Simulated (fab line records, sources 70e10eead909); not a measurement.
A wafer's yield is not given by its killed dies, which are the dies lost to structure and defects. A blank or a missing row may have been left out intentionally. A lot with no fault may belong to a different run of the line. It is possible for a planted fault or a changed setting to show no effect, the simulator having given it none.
A struck lot beside a sound one    flow nand harc    15 out of 1302 route steps
Sound: wafers L113.1, L113.3, L113.6. Struck: wafer L130.4; the same lot's L130.2 was not struck, so it is left out; see the end for the cause.
Order at every step that has rows: each side's tool, ch and its chambers, its first start. Under that, the readings that differ: sound wafers    struck wafers    difference of the means    sigmas: that difference in standard deviations of wafers without a fault.
alike: readings with means less than 2 such deviations apart, plus words and numbers identical on both sides. not compared: withheld readings, readings lacking a value on some wafer, bounds such as >300 that could conceal the same value, and numbers that have no deviation in the record and whose values overlap.
The two part at a step that has a row with sigmas, a row that says differs or no value, or rows on one side only. Non-overlapping numbers with no deviation appear without sigmas and do not part them. A reading that every wafer of one side lacks parts them only if that side has two wafers or more.

first, 3 steps without rows for these wafers: NHARC_A_CHANNEL_HOLE_D1_STRIP_41 (strips in N2/H2); NHARC_A_CHANNEL_HOLE_D1_STRIP_42 (strips in CF4/CHF3); NHARC_A_CHANNEL_HOLE_D1_STRIP_43 (strips in O2/COS).
NHARC_A_CHANNEL_HOLE_D1_ETCH_44: etches the open film in CF4/O2, target depth 140 nm, overetch 14 nm, time 77 s.
  sound on rie diel-07 ch 0,2,3, day 10 00:01; struck on rie diel-07 ch 2, day 16 20:16
reading       sound              struck  difference  sigmas
rf vpp V (V)  196.4 197.7 197.5  195.1   -2.1        -2
  alike: drypump motor current A, o2 flow sccm, oes product au, showerhead plenum p Torr, throttle valve pct
  not compared: rf hours counter h
NHARC_A_CHANNEL_HOLE_D1_STRIP_27: strips in O2.
  sound: rie diel-07 ch 0,1,3; struck: rie diel-07 ch 3
  alike: drypump motor current A, o2 flow sccm, oes product au, rf vpp V, showerhead plenum p Torr, throttle valve pct
  not compared: rf hours counter h
then, 2 steps without rows for these wafers: NHARC_A_CHANNEL_HOLE_D1_PRECLEAN_28 (cleans in SC1); NHARC_A_CHANNEL_HOLE_D1_SRD_29.
NHARC_A_CHANNEL_HOLE_D1_CD_MEAS_30:
  sound on cd sem-03 at day 10 00:48; struck on cd sem-01 at day 16 21:03
  alike: cd nm
NHARC_A_CHANNEL_HOLE_D1_XSEM_31:
  sound on xsem-01 ch 0, day 10 00:53; struck on xsem-02 ch 0, day 16 21:10
reading             sound           struck  difference  sigmas
tilt deg (degrees)  0.21 0.21 0.21  0.08    -0.13       -3
  alike: bot cd nm, bow nm
NHARC_A_CHANNEL_HOLE_D1_INSPECT_40:
  sound on defect inspect-01 at day 10 00:59; struck on defect inspect-02 at day 16 21:15
  alike: raw defect count
then, 2 steps without rows for these wafers: NHARC_A_CHANNEL_FILL_D1_PRECLEAN_00 (cleans in SC1); NHARC_A_CHANNEL_FILL_D1_SRD_01.
NHARC_A_CHANNEL_FILL_D1_ALD_02: deposits SiO2, target thk 6 nm, pulse time 10 s, ald cycles 60.
  sound on ald hk-01 ch 0,1,3, day 10 01:11; struck on ald hk-02 ch 3, day 16 21:27
reading     sound     struck  difference  sigmas
ald cycles  60 60 60  68      +8          
  alike: heater power outer w, heater power w, precursor pulse height rel
NHARC_A_CHANNEL_FILL_D1_ALD_03: deposits SiNx, target thk 6 nm, pulse time 60 s, ald cycles 58.
  sound: ald sin batch-02 ch 0; struck: ald sin batch-02 ch 0
  alike: precursor pulse height rel
  not compared: ald cycles
-- the record jumps here: 16 days lie between the struck wafers' starts before and after (it left off in module A_CHANNEL_FILL_D1 and takes up again in module END, whose first step shown is number 1302 of the route) --
NHARC_END_SORT_01:
  the record has rows for the struck wafers here (prober-02 ch 0, day 33 08:18) and none for the sound ones

## WHERE THEY PART
Earliest at NHARC_A_CHANNEL_HOLE_D1_ETCH_44; latest, in this record, at NHARC_END_SORT_01.

WHY: whatever the simulator had introduced
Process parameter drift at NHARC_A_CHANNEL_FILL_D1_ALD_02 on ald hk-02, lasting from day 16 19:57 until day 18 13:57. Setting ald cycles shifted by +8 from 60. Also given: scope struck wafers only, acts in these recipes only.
